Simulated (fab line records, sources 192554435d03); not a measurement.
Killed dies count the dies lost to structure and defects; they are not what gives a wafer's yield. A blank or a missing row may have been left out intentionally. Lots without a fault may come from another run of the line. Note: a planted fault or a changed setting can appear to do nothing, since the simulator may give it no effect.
What tool caused it? :: flow n5_finfet :: 24 lots with 72 wafers sampled at 4 steps, on a route of 1938 steps

WHAT THE GAUGES SHOWED, per wafer
N5_BEOL_M10_OVL_MEAS_29.
lot: L074
measured: day 9 22:47
on: overlay-01
V9_OVL (nm): 1.1 1.7 1.2

lot: L075
measured: day 10 05:20
on: overlay-01
V9_OVL (nm): 1.7 1.8 1.4

lot: L076
measured: day 10 11:13
on: overlay-02
V9_OVL (nm): 0.7 1.8 1.0

lot: L078
measured: day 10 21:29
on: overlay-01
V9_OVL (nm): 1.6 2.0 1.9

lot: L077
measured: day 10 21:50
on: overlay-02
V9_OVL (nm): 1.5 0.4 0.9

lot: L080
measured: day 11 15:32
on: overlay-02
V9_OVL (nm): 0.7 0.4 0.1

lot: L079
measured: day 11 17:52
on: overlay-02
V9_OVL (nm): 1.9 -0.1 0.7

lot: L081
measured: day 11 23:07
on: overlay-02
V9_OVL (nm): 0.1 1.5 -0.6

lot: L082
measured: day 12 11:08
on: overlay-02
V9_OVL (nm): 0.7 1.2 1.3

lot: L083
measured: day 12 11:11
on: overlay-02
V9_OVL (nm): 0.5 1.0 -0.4

lot: L086
measured: day 13 02:10
on: overlay-01
V9_OVL (nm): 1.0 0.7 1.3

lot: L084
measured: day 13 02:00
on: overlay-02
V9_OVL (nm): 0.3 -0.1 0.3

lot: L087
measured: day 13 06:56
on: overlay-01
V9_OVL (nm): 2.1 0.6 1.2

lot: L085
measured: day 13 11:28
on: overlay-01
V9_OVL (nm): 1.0 0.1 1.4

lot: L088
measured: day 13 11:31
on: overlay-01
V9_OVL (nm): 0.4 0.0 1.2

lot: L089
measured: day 14 09:13
on: overlay-01
V9_OVL (nm): 0.8 1.1 0.1

lot: L090
measured: day 14 09:14
on: overlay-01
V9_OVL (nm): 1.2 2.1 1.7

lot: L091
measured: day 14 11:14
on: overlay-01
V9_OVL (nm): 0.1 1.5 0.2

lot: L092
measured: day 14 22:52
on: overlay-01
V9_OVL (nm): 0.9 1.5 0.9

lot: L095
measured: day 15 07:14
on: overlay-02
V9_OVL (nm): 0.2 -0.3 0.7

lot: L093
measured: day 15 10:50
on: overlay-02
V9_OVL (nm): -0.2 0.1 1.1

lot: L094
measured: day 15 14:17
on: overlay-01
V9_OVL (nm): 2.5 1.3 1.5

lot: L097
measured: day 15 18:06
on: overlay-01
V9_OVL (nm): 1.4 1.8 1.2

lot: L096
measured: day 16 03:40
on: overlay-01
V9_OVL (nm): 0.1 0.2 -0.5

N5_BEOL_M10_INSPECT_30: inspects for defects (brightfield).
lot: L074
measured: day 9 22:49
on: defect_inspect-01
raw_defect_count: 257 311 248

lot: L075
measured: day 10 05:22
on: defect_inspect-02
raw_defect_count: 388 333 238

lot: L076
measured: day 10 11:14
on: defect_inspect-01
raw_defect_count: 508 436 329

lot: L078
measured: day 10 21:31
on: defect_inspect-02
raw_defect_count: 362 291 380

lot: L077
measured: day 10 21:52
on: defect_inspect-02
raw_defect_count: 386 362 383

lot: L080
measured: day 11 15:34
on: defect_inspect-02
raw_defect_count: 384 375 472

lot: L079
measured: day 11 17:53
on: defect_inspect-01
raw_defect_count: 301 333 214

lot: L081
measured: day 11 23:08
on: defect_inspect-02
raw_defect_count: 469 364 447

lot: L082
measured: day 12 11:09
on: defect_inspect-02
raw_defect_count: 367 497 407

lot: L083
measured: day 12 11:12
on: defect_inspect-01
raw_defect_count: 418 411 428

lot: L086
measured: day 13 02:11
on: defect_inspect-02
raw_defect_count: 387 321 288

lot: L084
measured: day 13 02:01
on: defect_inspect-02
raw_defect_count: 373 313 339

lot: L087
measured: day 13 06:57
on: defect_inspect-01
raw_defect_count: 461 316 318

lot: L085
measured: day 13 11:29
on: defect_inspect-02
raw_defect_count: 409 510 400

lot: L088
measured: day 13 11:32
on: defect_inspect-02
raw_defect_count: 357 340 341

lot: L089
measured: day 14 09:14
on: defect_inspect-01
raw_defect_count: 343 241 328

lot: L090
measured: day 14 09:16
on: defect_inspect-01
raw_defect_count: 288 363 320

lot: L091
measured: day 14 11:15
on: defect_inspect-01
raw_defect_count: 511 331 365

lot: L092
measured: day 14 22:53
on: defect_inspect-02
raw_defect_count: 408 367 388

lot: L095
measured: day 15 07:15
on: defect_inspect-02
raw_defect_count: 428 526 290

lot: L093
measured: day 15 10:52
on: defect_inspect-02
raw_defect_count: 330 292 471

lot: L094
measured: day 15 14:19
on: defect_inspect-02
raw_defect_count: 397 384 363

lot: L097
measured: day 15 18:08
on: defect_inspect-02
raw_defect_count: 405 381 499

lot: L096
measured: day 16 03:41
on: defect_inspect-01
raw_defect_count: 457 640 531

N5_BEOL_M11_CD_MEAS_11: target cd 64.1 nm.
lot: L074
measured: day 10 03:38
on: cd_sem-02
cd_nm (nm): 63.1 63.9 63.3

lot: L075
measured: day 10 12:10
on: cd_sem-02
cd_nm (nm): 63.9 63.6 63.9

lot: L076
measured: day 10 16:59
on: cd_sem-01
cd_nm (nm): 63.4 63.0 63.3

lot: L078
measured: day 11 05:49
on: cd_sem-01
cd_nm (nm): 64.1 64.3 64.4

lot: L077
measured: day 11 06:00
on: cd_sem-02
cd_nm (nm): 63.7 64.1 63.8

lot: L080
measured: day 11 21:43
on: cd_sem-03
cd_nm (nm): 64.8 63.9 63.8

lot: L079
measured: day 12 00:30
on: cd_sem-02
cd_nm (nm): 64.5 64.4 63.2

lot: L081
measured: day 12 05:11
on: cd_sem-03
cd_nm (nm): 63.4 64.2 63.9

lot: L082
measured: day 12 18:30
on: cd_sem-02
cd_nm (nm): 63.5 64.2 63.5

lot: L083
measured: day 12 18:51
on: cd_sem-01
cd_nm (nm): 62.7 63.0 63.4

lot: L086
measured: day 13 09:35
on: cd_sem-01
cd_nm (nm): 64.3 63.8 64.9

lot: L084
measured: day 13 09:19
on: cd_sem-03
cd_nm (nm): 64.9 64.6 64.1

lot: L087
measured: day 13 12:35
on: cd_sem-01
cd_nm (nm): 63.5 63.3 64.0

lot: L085
measured: day 13 19:01
on: cd_sem-03
cd_nm (nm): 63.1 62.6 63.4

lot: L088
measured: day 13 19:13
on: cd_sem-03
cd_nm (nm): 64.5 64.4 64.3

lot: L089
measured: day 14 14:13
on: cd_sem-03
cd_nm (nm): 64.3 64.7 64.0

lot: L090
measured: day 14 14:25
on: cd_sem-03
cd_nm (nm): 64.1 66.1 64.7

lot: L091
measured: day 14 17:23
on: cd_sem-02
cd_nm (nm): 64.4 63.7 64.1

lot: L092
measured: day 15 04:49
on: cd_sem-01
cd_nm (nm): 65.3 65.0 65.8

lot: L095
measured: day 15 15:03
on: cd_sem-01
cd_nm (nm): 64.2 63.1 63.6

lot: L093
measured: day 15 17:39
on: cd_sem-02
cd_nm (nm): 62.9 62.9 63.6

lot: L094
measured: day 15 23:07
on: cd_sem-02
cd_nm (nm): 63.6 63.8 64.8

lot: L097
measured: day 15 23:27
on: cd_sem-02
cd_nm (nm): 64.4 64.1 63.8

lot: L096
measured: day 16 10:41
on: cd_sem-03
cd_nm (nm): 64.8 63.8 64.3

WHICH TOOL RAN EACH LOT (tool, then ch and the chambers of the sampled wafers, then the start)
lot: L074
N5_BEOL_M10_STRIP_67: rie_diel-04 ch 1,2,3, day 9 19:20

lot: L075
N5_BEOL_M10_STRIP_67: rie_diel-04 ch 2,3, day 10 04:17

lot: L076
N5_BEOL_M10_STRIP_67: rie_diel-04 ch 0,1, day 10 09:20

lot: L078
N5_BEOL_M10_STRIP_67: rie_diel-03 ch 1,2,3, day 10 20:56

lot: L077
N5_BEOL_M10_STRIP_67: rie_diel-04 ch 0,2,3, day 10 21:10

lot: L080
N5_BEOL_M10_STRIP_67: rie_diel-03 ch 0,2,3, day 11 12:41

lot: L079
N5_BEOL_M10_STRIP_67: rie_diel-06 ch 2,3, day 11 17:11

lot: L081
N5_BEOL_M10_STRIP_67: rie_diel-04 ch 0,1,3, day 11 21:11

lot: L082
N5_BEOL_M10_STRIP_67: rie_diel-06 ch 0,1, day 12 09:16

lot: L083
N5_BEOL_M10_STRIP_67: rie_diel-03 ch 0,1, day 12 09:47

lot: L086
N5_BEOL_M10_STRIP_67: rie_diel-06 ch 0,1,3, day 13 00:35

lot: L084
N5_BEOL_M10_STRIP_67: rie_diel-03 ch 1,2,3, day 13 00:54

lot: L087
N5_BEOL_M10_STRIP_67: rie_diel-03 ch 0,1,3, day 13 06:08

lot: L085
N5_BEOL_M10_STRIP_67: rie_diel-06 ch 0,2, day 13 09:25

lot: L088
N5_BEOL_M10_STRIP_67: rie_diel-04 ch 0,1,3, day 13 10:12

lot: L089
N5_BEOL_M10_STRIP_67: rie_diel-04 ch 0,1,2, day 14 05:40

lot: L090
N5_BEOL_M10_STRIP_67: rie_diel-06 ch 0,2,3, day 14 06:00

lot: L091
N5_BEOL_M10_STRIP_67: rie_diel-06 ch 2,3, day 14 10:37

lot: L092
N5_BEOL_M10_STRIP_67: rie_diel-03 ch 1,2,3, day 14 21:16

lot: L095
N5_BEOL_M10_STRIP_67: rie_diel-06 ch 0,1, day 15 04:44

lot: L093
N5_BEOL_M10_STRIP_67: rie_diel-06 ch 0,1,3, day 15 08:53

lot: L094
N5_BEOL_M10_STRIP_67: rie_diel-04 ch 0,1,2, day 15 13:27

lot: L097
N5_BEOL_M10_STRIP_67: rie_diel-04 ch 2,3, day 15 15:35

lot: L096
N5_BEOL_M10_STRIP_67: rie_diel-03 ch 0,1,2, day 15 23:36
- N5_BEOL_M10_STRIP_67: strips in CF4.

WHAT THE TOOLS THEMSELVES READ (means of the sampled wafers that have a number; where no wafer has one, the mark that the record gives instead)
N5_BEOL_M10_STRIP_67.
lot: L074
tool: rie_diel-04
drypump_motor_current_A (A): 5.9
oes_product_au (a.u.): 0.78
rf_vpp_V (V): 270.0
showerhead_plenum_p_Torr (Torr): 1.77
throttle_valve_pct (%): 13.68

lot: L075
tool: rie_diel-04
drypump_motor_current_A (A): 5.8
oes_product_au (a.u.): 0.73
rf_vpp_V (V): 269.6
showerhead_plenum_p_Torr (Torr): 1.77
throttle_valve_pct (%): 13.86

lot: L076
tool: rie_diel-04
drypump_motor_current_A (A): 5.9
oes_product_au (a.u.): 0.80
rf_vpp_V (V): 269.8
showerhead_plenum_p_Torr (Torr): 1.75
throttle_valve_pct (%): 13.49

lot: L078
tool: rie_diel-03
drypump_motor_current_A (A): 5.9
oes_product_au (a.u.): 0.80
rf_vpp_V (V): 270.7
showerhead_plenum_p_Torr (Torr): 1.78
throttle_valve_pct (%): 13.47

lot: L077
tool: rie_diel-04
drypump_motor_current_A (A): 5.7
oes_product_au (a.u.): 0.75
rf_vpp_V (V): 269.5
showerhead_plenum_p_Torr (Torr): 1.75
throttle_valve_pct (%): 13.77

lot: L080
tool: rie_diel-03
drypump_motor_current_A (A): 5.4
oes_product_au (a.u.): 0.85
rf_vpp_V (V): 271.5
showerhead_plenum_p_Torr (Torr): 1.82
throttle_valve_pct (%): 13.39

lot: L079
tool: rie_diel-06
drypump_motor_current_A (A): 5.8
oes_product_au (a.u.): 0.77
rf_vpp_V (V): 268.7
showerhead_plenum_p_Torr (Torr): 1.72
throttle_valve_pct (%): 13.77

lot: L081
tool: rie_diel-04
drypump_motor_current_A (A): 5.8
oes_product_au (a.u.): 0.78
rf_vpp_V (V): 269.2
showerhead_plenum_p_Torr (Torr): 1.74
throttle_valve_pct (%): 13.63

lot: L082
tool: rie_diel-06
drypump_motor_current_A (A): 5.1
oes_product_au (a.u.): 0.80
rf_vpp_V (V): 270.8
showerhead_plenum_p_Torr (Torr): 1.74
throttle_valve_pct (%): 13.61

lot: L083
tool: rie_diel-03
drypump_motor_current_A (A): 5.5
oes_product_au (a.u.): 0.88
rf_vpp_V (V): 273.0
showerhead_plenum_p_Torr (Torr): 1.85
throttle_valve_pct (%): 13.58

lot: L086
tool: rie_diel-06
drypump_motor_current_A (A): 5.6
oes_product_au (a.u.): 0.82
rf_vpp_V (V): 270.0
showerhead_plenum_p_Torr (Torr): 1.74
throttle_valve_pct (%): 13.61

lot: L084
tool: rie_diel-03
drypump_motor_current_A (A): 6.0
oes_product_au (a.u.): 0.87
rf_vpp_V (V): 271.2
showerhead_plenum_p_Torr (Torr): 1.84
throttle_valve_pct (%): 13.31

lot: L087
tool: rie_diel-03
drypump_motor_current_A (A): 6.0
oes_product_au (a.u.): 0.87
rf_vpp_V (V): 272.3
showerhead_plenum_p_Torr (Torr): 1.86
throttle_valve_pct (%): 13.45

lot: L085
tool: rie_diel-06
drypump_motor_current_A (A): 5.2
oes_product_au (a.u.): 0.85
rf_vpp_V (V): 270.9
showerhead_plenum_p_Torr (Torr): 1.80
throttle_valve_pct (%): 13.53

lot: L088
tool: rie_diel-04
drypump_motor_current_A (A): 5.8
oes_product_au (a.u.): 0.77
rf_vpp_V (V): 269.9
showerhead_plenum_p_Torr (Torr): 1.74
throttle_valve_pct (%): 13.66

lot: L089
tool: rie_diel-04
drypump_motor_current_A (A): 5.8
oes_product_au (a.u.): 0.80
rf_vpp_V (V): 270.2
showerhead_plenum_p_Torr (Torr): 1.75
throttle_valve_pct (%): 13.54

lot: L090
tool: rie_diel-06
drypump_motor_current_A (A): 5.7
oes_product_au (a.u.): 0.86
rf_vpp_V (V): 271.3
showerhead_plenum_p_Torr (Torr): 1.80
throttle_valve_pct (%): 13.53

lot: L091
tool: rie_diel-06
drypump_motor_current_A (A): 6.3
oes_product_au (a.u.): 0.88
rf_vpp_V (V): 272.6
showerhead_plenum_p_Torr (Torr): 1.80
throttle_valve_pct (%): 13.50

lot: L092
tool: rie_diel-03
drypump_motor_current_A (A): 6.0
oes_product_au (a.u.): 0.85
rf_vpp_V (V): 272.9
showerhead_plenum_p_Torr (Torr): 1.84
throttle_valve_pct (%): 13.34

lot: L095
tool: rie_diel-06
drypump_motor_current_A (A): 5.0
oes_product_au (a.u.): 0.77
rf_vpp_V (V): 269.7
showerhead_plenum_p_Torr (Torr): 1.73
throttle_valve_pct (%): 13.69

lot: L093
tool: rie_diel-06
drypump_motor_current_A (A): 5.6
oes_product_au (a.u.): 0.81
rf_vpp_V (V): 271.0
showerhead_plenum_p_Torr (Torr): 1.74
throttle_valve_pct (%): 13.65

lot: L094
tool: rie_diel-04
drypump_motor_current_A (A): 5.8
oes_product_au (a.u.): 0.79
rf_vpp_V (V): 269.5
showerhead_plenum_p_Torr (Torr): 1.75
throttle_valve_pct (%): 13.56

lot: L097
tool: rie_diel-04
drypump_motor_current_A (A): 5.8
oes_product_au (a.u.): 0.84
rf_vpp_V (V): 270.3
showerhead_plenum_p_Torr (Torr): 1.76
throttle_valve_pct (%): 13.59

lot: L096
tool: rie_diel-03
drypump_motor_current_A (A): 5.5
oes_product_au (a.u.): 0.83
rf_vpp_V (V): 271.1
showerhead_plenum_p_Torr (Torr): 1.82
throttle_valve_pct (%): 13.51

THE ANSWER, worked out from the rows above alone
Rule: the lots themselves supply what counts as usual. Put in order of their means at a reading, lots are off if they are a third of the lots or fewer, leave a main group of 4 or more, and stand apart from it by a gap of 3 or more times the standard deviation of the main group's means; of several such gaps the widest counts. The tables above print the reading to a certain number of digits; a main group whose means all agree to those digits is not used. Also off: a lot with no number at a reading for which 4 or more lots have one. Any other lot the step has rows for is counted as sound. After the gauges, taken in route order, come the tools' own readings; for these a lot's mean is taken, as printed above. The first step at which some lot is off is used, and at that step the reading that is off furthest; a lot without a number counts as furthest.
No lot is off at any reading shown: from this, nothing can be told.

WHAT WAS PUT IN BY THE SIMULATOR
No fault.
